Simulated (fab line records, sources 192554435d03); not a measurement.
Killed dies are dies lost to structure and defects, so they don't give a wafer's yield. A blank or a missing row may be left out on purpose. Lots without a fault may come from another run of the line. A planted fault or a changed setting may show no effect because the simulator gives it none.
Which tool did it? | flow n5_finfet | 20 lots, 60 wafers sampled, at 6 steps of a route of 1938

WHAT THE GAUGES READ, wafer by wafer
The record holds no reading of a measuring or inspecting step that can be judged against a usual standard deviation.

WHICH TOOL RAN EACH LOT (tool, then ch and the chambers of the sampled wafers, then the start)
lot  | N5_FIN_SAQP_DESCUM_21             | N5_FIN_SAQP_ETCH_65             | N5_FIN_SAQP_ETCH_34               | N5_FIN_SAQP_STRIP_77              | N5_FIN_CUT_DESCUM_13              | N5_STI_FIN_REVEAL_ALD_00
L074 | rie_diel-01 ch 0,3, day 1 21:34   | rie_si-04 ch 0,1,3, day 1 23:44 | rie_diel-04 ch 0,1,3, day 2 01:14 | rie_diel-04 ch 0,1,3, day 2 01:16 | rie_diel-02 ch 1,2, day 2 02:08   | ald_sin-02 ch 0,2, day 2 03:05
L075 | rie_diel-01 ch 0,1, day 2 04:56   | rie_si-04 ch 0,3, day 2 07:37   | rie_diel-04 ch 0,2, day 2 09:14   | rie_diel-04 ch 0,2, day 2 09:16   | rie_diel-02 ch 0,1,2, day 2 10:16 | ald_sin-03 ch 1,3, day 2 11:14
L076 | rie_diel-05 ch 1,2, day 2 09:41   | rie_si-03 ch 1,2,3, day 2 12:07 | rie_diel-05 ch 0,2,3, day 2 13:42 | rie_diel-05 ch 0,2,3, day 2 13:43 | rie_diel-06 ch 1,2,3, day 2 14:54 | ald_sin-03 ch 1,2,3, day 2 15:57
L077 | rie_diel-04 ch 1,2,3, day 2 16:56 | rie_si-04 ch 0,2,3, day 2 19:06 | rie_diel-05 ch 0,1,3, day 2 20:37 | rie_diel-05 ch 0,1,3, day 2 20:38 | rie_diel-06 ch 0,2,3, day 2 21:34 | ald_sin-01 ch 0,1,3, day 2 22:31
L078 | rie_diel-01 ch 0,1, day 2 21:49   | rie_si-02 ch 0,1,3, day 3 00:05 | rie_diel-05 ch 0,3, day 3 01:39   | rie_diel-05 ch 0,3, day 3 01:40   | rie_diel-06 ch 1,2, day 3 02:32   | ald_sin-02 ch 2,3, day 3 03:30
L080 | rie_diel-04 ch 0,2, day 3 10:54   | rie_si-04 ch 0,3, day 3 13:24   | rie_diel-01 ch 1,2, day 3 15:31   | rie_diel-01 ch 1,2, day 3 15:33   | rie_diel-03 ch 0,2, day 3 17:05   | ald_sin-01 ch 0,1,3, day 3 18:10
L083 | rie_diel-04 ch 0,2,3, day 4 04:11 | rie_si-02 ch 1,2,3, day 4 06:26 | rie_diel-05 ch 0,2,3, day 4 08:52 | rie_diel-05 ch 0,2,3, day 4 08:53 | rie_diel-06 ch 2,3, day 4 09:54   | ald_sin-03 ch 1,2,3, day 4 10:53
L084 | rie_diel-05 ch 0,1,2, day 4 10:17 | rie_si-04 ch 0,2, day 4 12:45   | rie_diel-01 ch 0,3, day 4 15:16   | rie_diel-01 ch 0,3, day 4 15:17   | rie_diel-06 ch 2,3, day 4 16:18   | ald_sin-02 ch 1,2,3, day 4 17:35
L085 | rie_diel-05 ch 0,2, day 4 16:23   | rie_si-03 ch 1,3, day 4 19:15   | rie_diel-04 ch 0,1, day 4 21:48   | rie_diel-04 ch 0,1, day 4 21:49   | rie_diel-03 ch 2,3, day 4 23:43   | ald_sin-03 ch 0,2,3, day 5 00:41
L086 | rie_diel-04 ch 2,3, day 4 23:59   | rie_si-03 ch 0,3, day 5 02:32   | rie_diel-04 ch 0,1, day 5 04:07   | rie_diel-04 ch 0,1, day 5 04:09   | rie_diel-06 ch 0,2,3, day 5 05:02 | ald_sin-01 ch 0,1, day 5 05:58
L087 | rie_diel-04 ch 1,2,3, day 5 06:52 | rie_si-03 ch 2,3, day 5 09:03   | rie_diel-04 ch 1,2, day 5 10:58   | rie_diel-04 ch 1,2, day 5 10:59   | rie_diel-02 ch 0,1, day 5 11:52   | ald_sin-02 ch 0,1,2, day 5 14:32
L088 | rie_diel-05 ch 0,2, day 5 11:06   | rie_si-03 ch 0,1,2, day 5 16:02 | rie_diel-04 ch 0,3, day 5 17:43   | rie_diel-04 ch 0,3, day 5 17:44   | rie_diel-06 ch 0,3, day 5 18:57   | ald_sin-03 ch 0,1,2, day 5 19:54
L089 | rie_diel-04 ch 0,2,3, day 5 18:50 | rie_si-02 ch 0,2, day 5 21:17   | rie_diel-01 ch 1,2,3, day 5 23:30 | rie_diel-01 ch 1,2,3, day 5 23:31 | rie_diel-03 ch 1,2,3, day 6 00:31 | ald_sin-01 ch 0,2,3, day 6 02:05
L090 | rie_diel-05 ch 0,3, day 6 00:17   | rie_si-02 ch 1,3, day 6 02:43   | rie_diel-04 ch 0,1,2, day 6 04:13 | rie_diel-04 ch 0,1,2, day 6 04:15 | rie_diel-06 ch 0,2,3, day 6 05:53 | ald_sin-01 ch 1,2,3, day 6 06:52
L091 | rie_diel-05 ch 1,2,3, day 6 06:28 | rie_si-04 ch 0,3, day 6 08:38   | rie_diel-01 ch 1,2, day 6 10:21   | rie_diel-01 ch 1,2, day 6 10:22   | rie_diel-06 ch 1,2,3, day 6 11:18 | ald_sin-02 ch 1,2,3, day 6 12:36
L092 | rie_diel-05 ch 1,2,3, day 6 10:29 | rie_si-02 ch 0,2,3, day 6 13:19 | rie_diel-01 ch 2,3, day 6 15:47   | rie_diel-01 ch 2,3, day 6 15:48   | rie_diel-06 ch 0,1,2, day 6 16:40 | ald_sin-02 ch 0,1, day 6 17:38
L093 | rie_diel-04 ch 0,2, day 6 16:56   | rie_si-02 ch 0,1,3, day 6 19:40 | rie_diel-01 ch 2,3, day 6 21:16   | rie_diel-01 ch 2,3, day 6 21:18   | rie_diel-03 ch 0,1, day 6 22:31   | ald_sin-03 ch 0,1,2, day 6 23:31
L095 | rie_diel-04 ch 0,1,2, day 7 04:36 | rie_si-04 ch 0,1,2, day 7 07:40 | rie_diel-05 ch 0,1, day 7 09:25   | rie_diel-05 ch 0,1, day 7 09:26   | rie_diel-06 ch 0,2,3, day 7 10:18 | ald_sin-03 ch 1,2, day 7 11:16
L096 | rie_diel-04 ch 1,2,3, day 7 10:29 | rie_si-03 ch 0,2,3, day 7 12:46 | rie_diel-04 ch 0,2, day 7 14:34   | rie_diel-04 ch 0,2, day 7 14:35   | rie_diel-03 ch 0,1,2, day 7 15:39 | ald_sin-02 ch 0,1, day 7 16:48
L097 | rie_diel-05 ch 0,1,2, day 7 15:29 | rie_si-04 ch 0,1, day 7 17:44   | rie_diel-05 ch 1,2,3, day 7 19:50 | rie_diel-05 ch 1,2,3, day 7 19:51 | rie_diel-03 ch 1,2, day 7 20:52   | ald_sin-03 ch 0,1,3, day 7 22:02
- N5_FIN_SAQP_DESCUM_21: chemistry O2, time 7.9 s.
- N5_FIN_SAQP_ETCH_65: etches SiO2 in CF4, target depth 4 nm, time 4.4 s.
- N5_FIN_SAQP_ETCH_34: etches SiO2 in C4F6/O2, target depth 45 nm, time 15 s.
- N5_FIN_SAQP_STRIP_77: strips in N2/H2, time 90 s.
- N5_FIN_CUT_DESCUM_13: chemistry O2, time 7 s.
- N5_STI_FIN_REVEAL_ALD_00: deposits SiO2, target thk 1 nm, pulse time 1 s.

WHAT THE TOOLS THEMSELVES READ (means of the sampled wafers that have a number; where no wafer has one, the mark that the record gives instead)
N5_FIN_SAQP_DESCUM_21. Usual: drypump_motor_current_A 6.0 A, standard deviation 0.45; oes_product_au 0.77 a.u., standard deviation 0.07; rf_vpp_V 243.5 V, standard deviation 1.2; showerhead_plenum_p_Torr 2.12 Torr, standard deviation 0.066; throttle_valve_pct 20.35 %, standard deviation 0.19.
lot  | tool        | drypump_motor_current_A (A) | oes_product_au (a.u.) | rf_vpp_V (V) | showerhead_plenum_p_Torr (Torr) | throttle_valve_pct (%) | flag
L074 | rie_diel-01 | 5.2                         | 0.82                  | 241.9        | 2.05                            | 20.49                  |
L075 | rie_diel-01 | 6.2                         | 0.94                  | 244.2        | 2.15                            | 20.68                  |
L076 | rie_diel-05 | 6.5                         | 0.79                  | 243.1        | 2.14                            | 20.36                  |
L077 | rie_diel-04 | 5.7                         | 0.77                  | 244.7        | 2.15                            | 20.25                  |
L078 | rie_diel-01 | 6.2                         | 0.94                  | 243.4        | 2.14                            | 20.70                  |
L080 | rie_diel-04 | 6.4                         | 0.72                  | 241.9        | 2.05                            | 20.18                  |
L083 | rie_diel-04 | 6.0                         | 0.73                  | 243.6        | 2.11                            | 20.15                  |
L084 | rie_diel-05 | 6.1                         | 0.80                  | 244.1        | 2.11                            | 20.32                  |
L085 | rie_diel-05 | 6.3                         | 0.83                  | 242.6        | 2.09                            | 20.27                  |
L086 | rie_diel-04 | 5.7                         | 0.72                  | 244.7        | 2.17                            | 20.15                  |
L087 | rie_diel-04 | 5.7                         | 0.75                  | 244.0        | 2.15                            | 20.31                  |
L088 | rie_diel-05 | 5.9                         | 0.84                  | 243.6        | 2.06                            | 20.22                  |
L089 | rie_diel-04 | 6.0                         | 0.72                  | 242.7        | 2.10                            | 20.18                  |
L090 | rie_diel-05 | 5.6                         | 0.83                  | 242.9        | 2.09                            | 20.29                  |
L091 | rie_diel-05 | 6.1                         | 0.76                  | 244.7        | 2.16                            | 20.47                  |
L092 | rie_diel-05 | 6.1                         | 0.76                  | 244.4        | 2.16                            | 20.46                  |
L093 | rie_diel-04 | 6.3                         | 0.70                  | 242.2        | 2.04                            | 20.23                  |
L095 | rie_diel-04 | 6.0                         | 0.73                  | 243.2        | 2.08                            | 20.36                  |
L096 | rie_diel-04 | 5.7                         | 0.73                  | 244.1        | 2.14                            | 20.32                  |
L097 | rie_diel-05 | 6.2                         | 0.76                  | 243.5        | 2.09                            | 20.38                  |

N5_FIN_SAQP_ETCH_65. Usual: drypump_motor_current_A 5.8 A, standard deviation 0.4; oes_product_au 1.000 a.u., standard deviation 0.013; throttle_valve_pct 21.73 %, standard deviation 0.18.
lot  | tool      | drypump_motor_current_A (A) | oes_product_au (a.u.) | throttle_valve_pct (%) | flag
L074 | rie_si-04 | 6.0                         | 1.017                 | 21.83                  |
L075 | rie_si-04 | 6.2                         | 1.013                 | 21.69                  |
L076 | rie_si-03 | 6.0                         | 0.986                 | 21.66                  |
L077 | rie_si-04 | 6.2                         | 1.009                 | 21.70                  |
L078 | rie_si-02 | 5.5                         | 0.996                 | 21.66                  |
L080 | rie_si-04 | 6.1                         | 1.001                 | 21.71                  |
L083 | rie_si-02 | 5.6                         | 1.010                 | 21.71                  |
L084 | rie_si-04 | 6.2                         | 1.007                 | 21.68                  |
L085 | rie_si-03 | 6.0                         | 1.004                 | 21.49                  |
L086 | rie_si-03 | 5.7                         | 1.004                 | 21.48                  |
L087 | rie_si-03 | 5.7                         | 0.988                 | 21.67                  |
L088 | rie_si-03 | 6.1                         | 0.995                 | 21.80                  |
L089 | rie_si-02 | 5.5                         | 0.984                 | 21.70                  |
L090 | rie_si-02 | 5.6                         | 1.014                 | 21.68                  |
L091 | rie_si-04 | 6.2                         | 0.997                 | 21.71                  |
L092 | rie_si-02 | 5.5                         | 0.994                 | 21.66                  |
L093 | rie_si-02 | 5.5                         | 1.008                 | 21.66                  |
L095 | rie_si-04 | 6.0                         | 1.010                 | 21.82                  |
L096 | rie_si-03 | 5.7                         | 0.986                 | 21.65                  |
L097 | rie_si-04 | 5.8                         | 1.019                 | 21.94                  |

N5_FIN_SAQP_ETCH_34. Usual: O2_flow_sccm 10.00 sccm, standard deviation 0.031; drypump_motor_current_A 5.9 A, standard deviation 0.5; etch_rf_on_time_s 15.01 s, standard deviation 0.13; oes_f_703_au 0.78 a.u., standard deviation 0.071; oes_product_au 0.67 a.u., standard deviation 0.064; rf_vpp_V 666 V, standard deviation 5.4; showerhead_plenum_p_Torr 2.86 Torr, standard deviation 0.095; throttle_valve_pct 21.04 %, standard deviation 0.22.
lot  | tool        | O2_flow_sccm (sccm) | drypump_motor_current_A (A) | etch_rf_on_time_s (s) | oes_f_703_au (a.u.) | oes_product_au (a.u.) | rf_vpp_V (V) | showerhead_plenum_p_Torr (Torr) | throttle_valve_pct (%) | flag
L074 | rie_diel-04 | 10.00               | 6.0                         | 15.03                 | 0.78                | 0.67                  | 667          | 2.86                            | 20.93                  |
L075 | rie_diel-04 | 10.03               | 6.0                         | 15.05                 | 0.72                | 0.62                  | 660          | 2.87                            | 20.75                  |
L076 | rie_diel-05 | 9.97                | 5.9                         | 15.08                 | 0.85                | 0.73                  | 666          | 2.89                            | 20.97                  |
L077 | rie_diel-05 | 10.00               | 5.8                         | 15.00                 | 0.81                | 0.70                  | 672          | 2.91                            | 21.01                  |
L078 | rie_diel-05 | 9.99                | 5.6                         | 14.93                 | 0.86                | 0.74                  | 669          | 2.86                            | 20.93                  |
L080 | rie_diel-01 | 10.01               | 6.6                         | 14.97                 | 0.85                | 0.73                  | 670          | 2.89                            | 21.28                  |
L083 | rie_diel-05 | 9.96                | 5.9                         | 15.01                 | 0.83                | 0.71                  | 667          | 2.89                            | 21.00                  |
L084 | rie_diel-01 | 9.98                | 5.2                         | 14.92                 | 0.80                | 0.68                  | 660          | 2.78                            | 21.19                  |
L085 | rie_diel-04 | 9.99                | 6.3                         | 15.12                 | 0.76                | 0.65                  | 666          | 2.76                            | 20.92                  |
L086 | rie_diel-04 | 10.02               | 6.0                         | 14.95                 | 0.79                | 0.67                  | 666          | 2.81                            | 21.11                  |
L087 | rie_diel-04 | 9.98                | 5.7                         | 14.96                 | 0.78                | 0.66                  | 664          | 2.88                            | 21.12                  |
L088 | rie_diel-04 | 9.98                | 6.0                         | 15.00                 | 0.73                | 0.63                  | 665          | 2.88                            | 20.83                  |
L089 | rie_diel-01 | 9.97                | 6.1                         | 15.02                 | 0.79                | 0.67                  | 667          | 2.82                            | 21.19                  |
L090 | rie_diel-04 | 10.00               | 6.0                         | 14.86                 | 0.74                | 0.63                  | 663          | 2.83                            | 20.96                  |
L091 | rie_diel-01 | 9.99                | 6.6                         | 15.22                 | 0.78                | 0.66                  | 669          | 2.86                            | 21.17                  |
L092 | rie_diel-01 | 10.06               | 6.1                         | 15.12                 | 0.73                | 0.61                  | 666          | 2.79                            | 21.08                  |
L093 | rie_diel-01 | 9.98                | 5.6                         | 15.01                 | 0.73                | 0.62                  | 660          | 2.76                            | 21.10                  |
L095 | rie_diel-05 | 10.00               | 5.8                         | 15.11                 | 0.77                | 0.67                  | 674          | 2.82                            | 20.96                  |
L096 | rie_diel-04 | 10.00               | 6.0                         | 15.05                 | 0.69                | 0.59                  | 658          | 2.85                            | 20.83                  |
L097 | rie_diel-05 | 9.99                | 6.1                         | 15.02                 | 0.75                | 0.64                  | 670          | 2.92                            | 21.15                  |

N5_FIN_SAQP_STRIP_77. Usual: drypump_motor_current_A 6.0 A, standard deviation 0.5; oes_product_au 0.78 a.u., standard deviation 0.073; rf_vpp_V 45.4 V, standard deviation 0.89; showerhead_plenum_p_Torr 3.39 Torr, standard deviation 0.11; throttle_valve_pct 12.17 %, standard deviation 0.16.
lot  | tool        | drypump_motor_current_A (A) | oes_product_au (a.u.) | rf_vpp_V (V) | showerhead_plenum_p_Torr (Torr) | throttle_valve_pct (%) | flag
L074 | rie_diel-04 | 6.0                         | 0.79                  | 45.5         | 3.39                            | 12.10                  |
L075 | rie_diel-04 | 6.1                         | 0.72                  | 45.8         | 3.40                            | 12.07                  |
L076 | rie_diel-05 | 5.9                         | 0.86                  | 45.1         | 3.42                            | 11.97                  |
L077 | rie_diel-05 | 5.8                         | 0.82                  | 45.4         | 3.45                            | 12.04                  |
L078 | rie_diel-05 | 5.6                         | 0.87                  | 45.9         | 3.38                            | 11.89                  |
L080 | rie_diel-01 | 6.6                         | 0.85                  | 46.1         | 3.41                            | 12.33                  |
L083 | rie_diel-05 | 5.9                         | 0.84                  | 45.5         | 3.42                            | 12.00                  |
L084 | rie_diel-01 | 5.2                         | 0.79                  | 45.1         | 3.29                            | 12.25                  |
L085 | rie_diel-04 | 6.3                         | 0.75                  | 44.5         | 3.28                            | 12.20                  |
L086 | rie_diel-04 | 6.0                         | 0.79                  | 44.1         | 3.34                            | 12.27                  |
L087 | rie_diel-04 | 5.7                         | 0.78                  | 46.1         | 3.43                            | 12.30                  |
L088 | rie_diel-04 | 6.0                         | 0.73                  | 45.6         | 3.41                            | 12.05                  |
L089 | rie_diel-01 | 6.1                         | 0.79                  | 44.5         | 3.33                            | 12.30                  |
L090 | rie_diel-04 | 6.0                         | 0.74                  | 44.5         | 3.36                            | 12.23                  |
L091 | rie_diel-01 | 6.6                         | 0.77                  | 45.8         | 3.38                            | 12.28                  |
L092 | rie_diel-01 | 6.1                         | 0.71                  | 45.3         | 3.30                            | 12.24                  |
L093 | rie_diel-01 | 5.6                         | 0.72                  | 45.1         | 3.26                            | 12.26                  |
L095 | rie_diel-05 | 5.8                         | 0.79                  | 44.6         | 3.33                            | 12.05                  |
L096 | rie_diel-04 | 6.0                         | 0.69                  | 45.0         | 3.38                            | 12.19                  |
L097 | rie_diel-05 | 6.1                         | 0.75                  | 44.9         | 3.46                            | 12.24                  |

N5_FIN_CUT_DESCUM_13. Usual: drypump_motor_current_A 5.9 A, standard deviation 0.44; oes_product_au 0.80 a.u., standard deviation 0.1; rf_vpp_V 243.6 V, standard deviation 1.5; showerhead_plenum_p_Torr 2.12 Torr, standard deviation 0.073; throttle_valve_pct 20.40 %, standard deviation 0.23.
lot  | tool        | drypump_motor_current_A (A) | oes_product_au (a.u.) | rf_vpp_V (V) | showerhead_plenum_p_Torr (Torr) | throttle_valve_pct (%) | flag
L074 | rie_diel-02 | 6.2                         | 0.78                  | 243.6        | 2.07                            | 20.45                  |
L075 | rie_diel-02 | 6.2                         | 0.83                  | 244.6        | 2.14                            | 20.25                  |
L076 | rie_diel-06 | 5.7                         | 0.75                  | 244.0        | 2.18                            | 20.38                  |
L077 | rie_diel-06 | 5.7                         | 0.76                  | 244.4        | 2.15                            | 20.42                  |
L078 | rie_diel-06 | 5.5                         | 0.67                  | 244.5        | 2.15                            | 20.56                  |
L080 | rie_diel-03 | 6.2                         | 0.71                  | 242.1        | 2.05                            | 20.56                  |
L083 | rie_diel-06 | 5.4                         | 0.93                  | 244.6        | 2.17                            | 20.26                  |
L084 | rie_diel-06 | 5.4                         | 0.93                  | 244.7        | 2.17                            | 20.27                  |
L085 | rie_diel-03 | 5.3                         | 0.72                  | 242.3        | 2.05                            | 20.63                  |
L086 | rie_diel-06 | 5.7                         | 0.83                  | 244.4        | 2.14                            | 20.34                  |
L087 | rie_diel-02 | 6.2                         | 0.81                  | 244.4        | 2.20                            | 20.07                  |
L088 | rie_diel-06 | 5.9                         | 0.74                  | 243.8        | 2.12                            | 20.43                  |
L089 | rie_diel-03 | 5.5                         | 0.74                  | 242.6        | 2.09                            | 20.60                  |
L090 | rie_diel-06 | 5.7                         | 0.82                  | 244.5        | 2.14                            | 20.37                  |
L091 | rie_diel-06 | 5.7                         | 0.91                  | 244.6        | 2.16                            | 20.20                  |
L092 | rie_diel-06 | 5.8                         | 0.85                  | 243.1        | 2.12                            | 20.35                  |
L093 | rie_diel-03 | 6.4                         | 0.86                  | 242.6        | 2.09                            | 20.40                  |
L095 | rie_diel-06 | 5.7                         | 0.80                  | 243.3        | 2.14                            | 20.38                  |
L096 | rie_diel-03 | 6.0                         | 0.80                  | 242.1        | 2.08                            | 20.47                  |
L097 | rie_diel-03 | 5.5                         | 0.76                  | 242.6        | 2.07                            | 20.55                  |

N5_STI_FIN_REVEAL_ALD_00. Usual: heater_power_w 470 W, standard deviation 37; precursor_pulse_height_rel 1.001, standard deviation 0.019.
lot  | tool       | heater_power_w (W) | precursor_pulse_height_rel | flag
L074 | ald_sin-02 | 476                | 1.017                      |
L075 | ald_sin-03 | 535                | 1.014                      |
L076 | ald_sin-03 | 503                | 0.991                      |
L077 | ald_sin-01 | 431                | 0.994                      |
L078 | ald_sin-02 | 460                | 1.005                      |
L080 | ald_sin-01 | 437                | 1.004                      |
L083 | ald_sin-03 | 500                | 0.998                      |
L084 | ald_sin-02 | 463                | 1.001                      |
L085 | ald_sin-03 | 478                | 1.016                      |
L086 | ald_sin-01 | 453                | 1.004                      |
L087 | ald_sin-02 | 474                | 1.000                      |
L088 | ald_sin-03 | 463                | 1.004                      |
L089 | ald_sin-01 | 453                | 0.991                      |
L090 | ald_sin-01 | 447                | 1.003                      |
L091 | ald_sin-02 | 461                | 0.997                      |
L092 | ald_sin-02 | 478                | 1.008                      |
L093 | ald_sin-03 | 467                | 0.994                      |
L095 | ald_sin-03 | 482                | 0.971                      |
L096 | ald_sin-02 | 482                | 0.998                      |
L097 | ald_sin-03 | 488                | 1.012                      |

THE ANSWER, worked out from the rows above alone
Rule: a lot is off if the mean of its wafers that have a number lies more than 3 standard deviations from the usual mean. A lot without any number at a reading at which 4 lots or more have one is off too. The other lots that the step has rows for count as sound. The gauges are gone through in route order, then the tools' own readings, and for those a lot's mean is taken as printed above. The first step at which some lot is off is used, and at that step the reading that is off furthest; a lot without a number counts as furthest.
No lot is off at any reading shown: from this, nothing can be told.

WHAT THE SIMULATOR HAD PUT IN
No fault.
